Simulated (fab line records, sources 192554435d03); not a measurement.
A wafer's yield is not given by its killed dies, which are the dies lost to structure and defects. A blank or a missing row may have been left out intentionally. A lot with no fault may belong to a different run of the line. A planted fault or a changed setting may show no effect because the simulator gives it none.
fab line records    flow n5_finfet    part 2 of 2: steps 41 to 41 of 41
record lots=4  wafers=11  last_day=19
route steps=1938 shown BEOL_M4@1099 BEOL_M5@1112 BEOL_M7@1308 BEOL_M15@1830 PASSIVATION@1936
lots that met no fault: from a run of the same line without faults
start_h: hours from the record's opening day to when the first of the lot's shown wafers began    wait_h: hours elapsed since this lot's preceding step    " identical to the entry in the row above    L1.1+2: several wafers, shown together as one row    - value missing, or start not given    * or withheld: withheld    < > ~ a bound
route shown NAME@n: names a module that has steps shown in the file, with the first one's number in the route    usual: mean/standard deviation taken from wafers without a fault    same: alike in all rows    chamber/n: place in a boat    sites: the reading at each site    _std_site: their standard deviation    _edge_site: inner sites' mean taken away from outer sites' mean    radius_mm: how far each site lies from the wafer's centre    mask NAME#n: copy n    behind: the last tool/chamber to shape the wafer    hold: the reason the lot was held/the length of the hold in hours/how it ended    device: whichever transistor did not switch (one of n, p or np)    end of line: the same wafers' tests at the end of the route    step lacking rows: just its recipe    killed: dies that structure and defects cost at the first sort, which is not the same as the wafer's yield    map: shows each die of a wafer: x if killed, . if not, _ if none is there
set.NAME: setting as actually run; set.NAME@STEP: the setting as run at that earlier step    model.NAME: the simulator's own value behind a step, which no gauge read
lots at selected steps of the route; one table per step, one row per wafer
services: the hour from which a tool's chamber was out of use, counted from the record's first day as start_h (under 0 if before that day), plus the number of hours and why
## steps
# step N5_PASSIVATION_PROBE_49
# usual defect_limited_yield=91.3/1.4  killed_at_M0_to_M3=36/10  killed_at_M4_up=13/5.4  killed_at_contacts=12/5.3  killed_at_front_end=39/10  killed_at_other=3.2/2.7  killed_dies=103/16  killed_on_rim=13/4  killed_open=68/13  killed_short=33/6.6  sort_bin_5_function=5.1/0.92  sort_bin_6_memory=3.3/0.68  sort_n_pass=1077/17  sort_yield_pct=91.2/1.4
# same gross_dies=1180  killed_at_back_side=0  sort_bin_4_leakage[%]=0  sort_bin_8_speed[%]=0
lot.wafer  tool       chamber  start_h  wait_h  defect_limited_yield[%]  killed_at_M0_to_M3  killed_at_M4_up  killed_at_contacts  killed_at_front_end  killed_at_other  killed_dies  killed_on_rim  killed_open  killed_short  sort_bin_5_function[%]  sort_bin_6_memory[%]  sort_n_pass  sort_yield_pct[%]
L259.1     prober-02  -        345.42   0.0     91.4                     20                  5                13                  62                   1                101          16             78           21            4.9                     3.6                   1079         91.4
L259.2     prober-02  -        345.47   0.1     91.5                     31                  12               6                   50                   1                100          11             59           38            5.0                     3.2                   1080         91.5
L259.6     prober-02  -        345.67   0.3     92.9                     30                  10               13                  27                   4                84           7              56           27            4.7                     2.2                   1096         92.9
L264.2     prober-02  -        374.87   0.1     89.6                     48                  26               12                  36                   1                123          21             73           46            6.2                     3.5                   1057         89.6
L264.4     prober-02  -        374.97   0.2     92.0                     37                  23               7                   27                   0                94           11             64           28            4.6                     3.2                   1086         92.0
L264.6     prober-02  -        375.07   0.3     8.3                      33                  992              6                   50                   1                1082         137            69           33            5.8                     2.9                   98           8.3
L267.1     prober-01  -        402.36   0.0     61.4                     36                  369              17                  34                   0                456          37             55           38            4.4                     3.3                   724          61.4
L267.6     prober-01  -        402.61   0.3     75.8                     41                  181              27                  33                   4                286          22             87           26            4.9                     4.7                   894          75.8
L273.1     prober-02  -        449.67   0.0     91.9                     28                  18               16                  27                   7                96           19             71           23            4.4                     3.3                   1084         91.9
L273.2     prober-02  -        449.72   0.1     92.6                     30                  9                12                  33                   3                87           5              52           35            4.6                     2.5                   1093         92.6
L273.6     prober-02  -        449.92   0.3     92.2                     40                  11               6                   35                   0                92           16             57           35            4.8                     2.7                   1088         92.2
# killed by level:class
L259.1 STI_FIN_REVEAL:geometric_particle:open=32 MOL_CONTACT_COAG:geometric_particle:open=11 STARTING-WAFER:geometric_particle:open=7 FIN_SAQP:geometric_particle:open=6 BEOL_M0_SAQP:geometric_particle:short=4 BEOL_M1:geometric_particle:open=4 BEOL_M2:geometric_particle:open=4 STI_FIN_REVEAL:geometric_particle:short=3
L259.2 STI_FIN_REVEAL:geometric_particle:open=13 BEOL_M0_SAQP:geometric_particle:short=9 FIN_SAQP:geometric_particle:open=8 FIN_SAQP:geometric_particle:short=6 STARTING-WAFER:geometric_particle:open=6 MOL_CONTACT_COAG:geometric_particle:open=5 BEOL_M0_SAQP:geometric_particle:open=5 BEOL_M1:geometric_particle:short=5
L259.6 MOL_CONTACT_COAG:geometric_particle:open=11 BEOL_M3:geometric_particle:open=7 FIN_SAQP:geometric_particle:open=6 BEOL_M0_SAQP:geometric_particle:short=6 FIN_SAQP:geometric_particle:short=5 BEOL_M5:geometric_particle:open=5 STI_FIN_REVEAL:geometric_particle:open=4 DUMMY_GATE:geometric_particle:open=4
L264.2 BEOL_M0_SAQP:geometric_particle:short=11 FIN_SAQP:geometric_particle:short=10 FIN_SAQP:geometric_particle:open=9 BEOL_M0_SAQP:geometric_particle:open=9 MOL_CONTACT_COAG:geometric_particle:open=8 BEOL_M4:geometric_particle:open=8 BEOL_M2:geometric_particle:open=7 BEOL_M3:geometric_particle:open=7
L264.4 BEOL_M1:geometric_particle:open=13 FIN_SAQP:geometric_particle:open=8 BEOL_M0_SAQP:geometric_particle:short=8 MOL_CONTACT_COAG:geometric_particle:open=7 BEOL_M0_SAQP:geometric_particle:open=7 BEOL_M4:geometric_particle:open=6 FIN_SAQP:geometric_particle:short=5 BEOL_M5:geometric_particle:open=5
L264.6 BEOL_M7:area_etch=979 STI_FIN_REVEAL:geometric_particle:open=11 BEOL_M4:geometric_particle:open=9 FIN_SAQP:geometric_particle:open=8 DUMMY_GATE:geometric_particle:open=8 BEOL_M0_SAQP:geometric_particle:open=7 BEOL_M1:geometric_particle:open=7 GATE_CUT:geometric_particle:short=6
L267.1 BEOL_M7:area_etch=361 MOL_CONTACT_COAG:geometric_particle:open=14 BEOL_M0_SAQP:geometric_particle:short=9 STI_FIN_REVEAL:geometric_particle:open=8 STI_FIN_REVEAL:geometric_particle:short=6 GATE_CUT:geometric_particle:short=6 BEOL_M0_SAQP:geometric_particle:open=6 BEOL_M3:geometric_particle:open=5
L267.6 BEOL_M7:area_etch=170 MOL_CONTACT_COAG:geometric_particle:open=23 BEOL_M1:geometric_particle:open=12 BEOL_M2:geometric_particle:open=11 STI_FIN_REVEAL:geometric_particle:open=7 BEOL_M0_SAQP:geometric_particle:open=6 BEOL_M4:geometric_particle:open=6 FIN_SAQP:geometric_particle:open=4
L273.1 MOL_CONTACT_COAG:geometric_particle:open=15 BEOL_M3:geometric_particle:open=9 GATE_CUT:geometric_particle:short=6 BEOL_M4:geometric_particle:open=6 STI_FIN_REVEAL:geometric_particle:open=5 BEOL_M5:geometric_particle:open=4 GATE_CUT:geometric_particle:open=4 BEOL_M0_SAQP:geometric_particle:open=4
L273.2 BEOL_M0_SAQP:geometric_particle:open=8 MOL_CONTACT_COAG:geometric_particle:open=7 FIN_SAQP:geometric_particle:short=6 BEOL_M0_SAQP:geometric_particle:short=6 FIN_SAQP:geometric_particle:open=5 STI_FIN_REVEAL:geometric_particle:open=5 MOL_CONTACT_COAG:geometric_particle:short=5 DUMMY_GATE:geometric_particle:open=4
L273.6 BEOL_M0_SAQP:geometric_particle:short=14 BEOL_M0_SAQP:geometric_particle:open=9 GATE_CUT:geometric_particle:open=6 DUMMY_GATE:geometric_particle:open=5 MOL_CONTACT_COAG:geometric_particle:open=5 GATE_CUT:geometric_particle:short=4 STARTING-WAFER:geometric_particle:open=4 BEOL_M1:geometric_particle:open=4
# map L264.6 (x killed, . not)
_________________xxxxxxxxxxxx________________
______________xxxxxxxxxxxxxxxxxx_____________
___________xxxxxxxxxxxx.xxxxxxxxxxx__________
__________x.x.xxxxxxxxxxxxxxxxxxxxxx_________
________xxxxxxxxxx.xxxxxxxxxxxxxxxxxxx_______
_______xx.xxxxxxxx.xxxxxxxxxxxxx.xx.xxx______
______xxxxxxxxxxxxxxxxxxxxxxxxxxxx.xxxx._____
_____xxxxxxxxxxxxxxxxxxxxxxxxxxxx.xxxxxx.____
____xxxxxxxxxxxxxxxxx.xxxxxxxxxx.xxxxxxxxx___
___xxxxxxxxxx.xxxxxxxxxxxxxx.xxxxxxxxxxxxxx__
___xxx.xxxxxxxxxxxxxxxxxxxxxxxxxx.xxxxxxxxx__
__xxxxxxxxxxxxxxxx.x.xxxxxxxxxxxxxxxxxxxx.xx_
__x.xxxxxxxxxxxxxxxx.xxxxxxxxx.xxxxxxxxxxxxx_
_.xx..xxxxxxxxxxxxxxxxxxxxxxxxxxxxxxxxxxxxxxx
_xxxxxxxxxxxxxxxxxxxxxxxxxxxxxxx.xxxxxx.xxxxx
_xxxxxxxxxxxxxxxxxxxxxxxxxxxxxxxxxxxxxxxxxxxx
_xxx.xxxxxxxxxxxx.xxxxxxxxxxxxxxxxxxxxxx.xx.x
_xxxxx..xxxxxxxxxxxxxxxxx.xx.xxxxxxxxxxxxx.x.
_xxxxxxxxxxxxxxxxxx.xxxxx.xxxxxx.xxxxxxxxxxx.
_xx.xxxxxx.xxx.xxxxxxxxx.xxxxxxxxxxxx.xxxxxxx
_x.x.xxxxxxxxxxxxx.xxxxxxxxxxx.xxxxxxxxxxxxxx
__xxxxxxxxxxxxxxxxxxxxxxxxxx.xxxxxx.xxxx.x.x_
__xx.xxxx.xxx.xxxxxxxxxxxx.xxxxxxxxxxxxxx.xx_
___xxxxxxx.xxxx.xxxxxxxxxxxxxxx.xxxxxxxxxxx__
___.xx.xxxxxxxxxxxxxxxxx.xxxxxxxxxxxxxx.xxx__
____xxxx..xxxx.xxx.xxxxxxxxxxxxxxxx.xxxxxx___
_____xx.xxxxx.xxxxxxxxxxxxx.xx.xx.xxxxx.x____
______xxxxxxx..xxxx.xxxxxxxxxxxxx.x.xxxx_____
_______xxxxx.xxxxxxxxxxxxxxxxxxxxxxxxxx______
________.xxxxxxxxxxxxxxx.xxx.xxxxxx.xx_______
__________xxxxx.x.x.xxxxxxxxxxxxxx.x_________
___________xxxxxxxxxxxxxxxxxxxxxxxx__________
______________xxxxxxx.xxx.xxxxx._____________
_________________x.x.xxxxxxxx________________
# map L267.1 (x killed, . not)
_________________.x.x........________________
______________.x....xx.x.x.....x_____________
___________...xx..xx....xx..xx.....__________
__________.x.x....x......x.....x.x.._________
________..x....xx...xxx....x..x.x..x.._______
_______.x...x...x..x.x....x.....x.x.x.x______
______...x...xxx......xx.x.x..xx......x._____
_____x......x....xxx.xx...x.x..xxx..x....____
____x...xx..x....xxx.xx..xx....xx..xx.....___
___x..xx.x...x.x.x..x.xx..x..x...x.......x.__
___...xx..xx.xxxx..xx..xxx.xx.x....x....x..__
__.x....xx..x.xxxx.x..xxxx....x..x......x..._
__.x....xx.xx.xxxxxx..xxxx.xx.x.x..x.xx.x..x_
_..x.......xxxx..x...x...xx........xx.x...x..
_...x.....xxx..xxx.xxxx.xxx.xxx...x...x...x.x
_.....xxxx...xxxx..xxxx.xxx.xx.x.xx..........
_.xxx......xx...xxxx..x.xxxxx...xx..x....x...
_......xx....x..x...x..xx...xxx.xx...xxxx..x.
_..x..x.x.......x.x.xxx..xx....xxxx.x.....x..
_..x...x..xx..x.x.xx....x..x...x...x.x.....x.
_..x....x..xxx.xx.xxxxxx.xx.xxxx..xx.x.xxx.x.
__..xx...x.x...x.....x..x...xxxx..x......x.._
__..x..xx.x.xx.x..xxx..xxx...x.x..xxx..x..x._
___....x.x.x......xx.xxx.x.xxx.......x..x.x__
___.xxx......x.x..xxxxxxxxxxxx.xx.xx...xx.x__
____x.x...x......x.x.xx....x..xx..x.......___
_____.x..x..xx.x.xxxx..x..x..xx....xx.x.x____
______..x......x.x.x....xx..x....x.x...._____
_______....x..xx.xx.xx...x..x.xxxxx..xx______
________xx.xx..x....x...x...xx......x._______
__________....x.x.....xx.....x.....x_________
___________xx.xx..xx.x.x..x.x......__________
______________x...x..x...xx....._____________
_________________..........x.________________
## services
tool         chamber  start_h  hours  kind
cmp-04       -        242.86   4.0    pm
cmp-04       -        246.86   -      consumable_replace:conditioner
cmp-04       -        246.86   -      consumable_replace:pad
cmp-03       -        275.77   1.4    repair
cmp-01       -        289.56   1.3    repair
cmp-03       -        289.77   4.0    pm
rie_diel-04  2        292.60   -      clean
rie_diel-04  2        292.60   -      consumable_replace:focus_ring
rie_diel-04  2        292.60   -      consumable_replace:showerhead
rie_diel-04  2        292.60   22.2   scheduled_down
rie_diel-04  2        292.60   22.2   vent_cycle
cmp-03       -        293.77   -      consumable_replace:conditioner
cmp-03       -        293.77   -      consumable_replace:pad
cmp-03       -        300.11   0.2    repair
rie_diel-04  -        305.71   4.3    pm
rie_diel-01  -        311.69   0.4    repair
cmp-03       -        336.12   6.8    pm
cmp-04       -        363.58   5.0    pm
## key
first_sign step=N5_BEOL_M7_TRENCH_ETCH_37  reading=oes_product_au  direction=up  sigmas=4.6  usual=0.81  struck=1.18
effect step=N5_BEOL_M7_OCD_MEAS_38  reading=trench_depth_nm  direction=up  sigmas=27  usual=93.6  struck=149.2
effect step=N5_BEOL_M7_THK_MEAS_53  reading=M7_THK  direction=up  sigmas=24  usual=80.5  struck=138.3
effect step=N5_BEOL_M7_RS_MEAS_57  reading=M7_RS  direction=down  sigmas=14  usual=0.287  struck=0.156
effect step=N5_BEOL_M15_RC_MEAS_101  reading=SERP_M7  direction=down  sigmas=9.8  usual=13.7  struck=7.5
effect step=N5_PASSIVATION_PROBE_49  reading=killed_at_M4_up  direction=up  sigmas=93  usual=13  struck=514
model_effect step=N5_BEOL_M7_TRENCH_ETCH_37  value=BEOL_M7.feature_depth_nm  without=93.67  struck=149.1
model_effect step=N5_BEOL_M7_CMP_52  value=Cu_of_BEOL_M7_ECD_50.thk_nm  without=81.07  struck=136.5
more_kills_born_at N5_BEOL_M7_TRENCH_ETCH_37@rie_diel-01=1510
met_at N5_BEOL_M7_TRENCH_ETCH_37
struck_wafers L264.6,L267.1,L267.6
later_rows_left_out L264.6
onset_between 264.39 292.30
fault kind=process_parameter_drift  tool=rie_diel-01  chamber=-  onset_h=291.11  steps=N5_BEOL_M7_TRENCH_ETCH_37  channel=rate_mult  offset=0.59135  shape=step  end_h=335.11  scope=struck_wafers_only
# later_rows_left_out: the simulator's readings of these wafers behind a module that went badly wrong aren't trusted and aren't shown, but for the sort
